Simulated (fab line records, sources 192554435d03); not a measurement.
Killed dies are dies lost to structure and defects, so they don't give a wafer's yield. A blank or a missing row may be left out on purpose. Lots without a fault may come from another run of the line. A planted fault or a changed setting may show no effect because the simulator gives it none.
Split-lot experiment | flow n5_finfet | 7 lots, 21 wafers read, on a route of 1938 steps

THE SPLIT
At N5_PMOS_HMC_CHANNEL_EPI_PEB_07 (peb time 60 s), the setting peb_temp_c was moved away from the recipe's 110 C on 6 of the 21 wafers read, by -2.2% to +2.9%. The other wafers ran this setting at the recipe's value.

FROM THE SPLIT TO THE READING: what the file shows between them, 1 step
- N5_PMOS_HMC_CHANNEL_EPI_DEVELOP_08: develop time 30 s

THE READING
cd_nm, in nm, at N5_PMOS_HMC_CHANNEL_EPI_CD_MEAS_09 (target cd 237.4 nm). Fault-free wafers of this fab line usually give 237.5 nm, standard deviation 0.91 nm.

wafer  | tool, chamber at the split | peb_temp_c as run, C | against the recipe | cd_nm, nm | against lot-mates on the recipe
L077.1 | litho_track-05, 0          | 107.6                | -2.2%              | 229.6     | -8.6
L077.4 | litho_track-05, 0          | 107.6                | -2.2%              | 230.5     | -7.7
L077.6 | litho_track-05, 0          | 110                  | recipe             | 238.2     | -
L079.2 | litho_track-03, 0          | 110                  | recipe             | 237.3     | -
L079.4 | litho_track-03, 0          | 110                  | recipe             | 235.9     | -
L079.5 | litho_track-03, 0          | 110                  | recipe             | 236.8     | -
L088.1 | litho_track-03, 0          | 110                  | recipe             | 239.2     | -
L088.5 | litho_track-03, 0          | 110                  | recipe             | 237.7     | -
L088.6 | litho_track-03, 0          | 110                  | recipe             | 238.0     | -
L089.1 | litho_track-03, 0          | 110                  | recipe             | 237.2     | -
L089.2 | litho_track-03, 0          | 110                  | recipe             | 237.7     | -
L089.6 | litho_track-03, 0          | 110                  | recipe             | 238.3     | -
L092.1 | litho_track-05, 0          | 107.6                | -2.2%              | 230.1     | -6.7
L092.2 | litho_track-05, 0          | 110                  | recipe             | 236.8     | -
L092.4 | litho_track-05, 0          | 107.6                | -2.2%              | 229.3     | -7.5
L094.1 | litho_track-05, 0          | 110                  | recipe             | 237.7     | -
L094.3 | litho_track-05, 0          | 110                  | recipe             | 238.2     | -
L094.4 | litho_track-05, 0          | 110                  | recipe             | 238.1     | -
L095.2 | litho_track-01, 0          | 113.2                | +2.9%              | 247.3     | +11.5
L095.5 | litho_track-01, 0          | 113.2                | +2.9%              | 245.9     | +10.1
L095.6 | litho_track-01, 0          | 110                  | recipe             | 235.8     | -

THE FIT
A straight line over all 21 wafers: cd_nm changes by +3.31 nm for each +1% of peb_temp_c; r = +0.98; the points scatter about the line by 0.88 nm.
The same after taking each lot's own level away (the mean of its wafers on the recipe; 21 wafers): +3.6 nm for each +1%; r = +0.99; scatter 0.57 nm.
On that fit, the largest move of peb_temp_c shifts the reading by 10 nm.
The lots' own levels span 235.80 to 238.30 nm, that is 2.7 times the standard deviation above.
So the lot-to-lot level changes the slope little: the two slopes agree.
Check: with one of the wafers moved furthest among these (+2.9%) left out of the fit, the line predicts +10.1 nm for it against its lot-mates. It came out at +11.5 nm against them.

OTHER SPLITS ON THESE WAFERS
These wafers also went through other splits before the reading. Each is held against what the fit with the lots' levels taken away leaves over:
other split on the same wafers | wafers away from the commonest value | r with cd_nm (lot level and that fit taken away)
N5_WELL_APT_EXPOSE_05 dose_mj  | 8                                    | -0.14
N5_WELL_APT_PEB_06 peb_time_s  | 1                                    | +0.03

THE WHOLE CHAIN: every reading that the file lists as answering this split, in the file's order
step                               | what it does                                                           | reading                                                                     | change (the file's fit)              | r (the file's)
N5_PMOS_HMC_CHANNEL_EPI_CD_MEAS_09 | target cd 237.4 nm                                                     | cd_nm                                                                       | +3.6 nm for each +1% of the setting  | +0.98
N5_PMOS_HMC_CHANNEL_EPI_DESCUM_14  | chemistry O2, time 7.9 s                                               | PMOS_HMC_CHANNEL_EPI.cd_nm (the simulator's own value, which no gauge read) | +3.48 nm for each +1% of the setting | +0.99
N5_PMOS_HMC_CHANNEL_EPI_ETCH_32    | etches BARC in N2/H2, stops on SiO2, target depth 85.8 nm, time 50.3 s | PMOS_HMC_CHANNEL_EPI.cd_nm (the simulator's own value, which no gauge read) | +3.6 nm for each +1% of the setting  | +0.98

THE FILE'S OWN FIT
cd_nm changes by +3.6 nm for each +1% of peb_temp_c, r = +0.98.
